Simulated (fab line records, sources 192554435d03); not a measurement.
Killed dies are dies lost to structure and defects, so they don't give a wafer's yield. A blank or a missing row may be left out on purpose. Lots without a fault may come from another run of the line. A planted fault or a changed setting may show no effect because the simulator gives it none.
Chamber matching | flow n5_finfet | N5_BEOL_M6_DEP_56 on pecvd-01: 3 sister chambers
The step deposits SiCN from 3MS/NH3, target thk 10 nm, time 17.5 s. 3 wafers are shown with their chamber, then 7 later ones without.

WAFERS WITH THEIR CHAMBER
wafer  | chamber | throttle_valve_pct (%)
L087.3 | 0       | 9.6
L089.1 | 2       | 8.6
L089.4 | 1       | 8.5

WAFERS WITHOUT THEIR CHAMBER
wafer  | throttle_valve_pct (%)
L089.6 | 8.9
L091.1 | 8.5
L091.2 | 9.6
L091.3 | 9.2
L095.2 | 9.5
L095.4 | 8.9
L095.5 | 9.9

WHICH CHAMBER EACH WENT THROUGH
wafer  | from the rows above          | in truth
L089.6 | can't be placed: 2 or 1 or 0 | 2
L091.1 | can't be placed: 1 or 2      | 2
L091.2 | 0                            | 0
L091.3 | can't be placed: 0 or 2 or 1 | 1
L095.2 | 0                            | 0
L095.4 | can't be placed: 2 or 1 or 0 | 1
L095.5 | 0                            | 0
Placed correctly: 3 of 7. Can't be placed from these rows: 4 (the true chamber is among the candidates in 4). Placed wrongly: 0.
How it was worked out, from the rows above alone: a wafer's distance from a chamber is the root of the sum, over the readings, of the square of ((its reading less the chamber's mean) divided by the reading's scatter). The wafer belongs to the nearest chamber; if the next one is less than 2 further off, it can't be placed. A chamber's mean is the mean of its shown wafers. The scatter: with one shown wafer a chamber, the root of the mean of the squares of how far each hidden wafer lies from its nearest shown one.
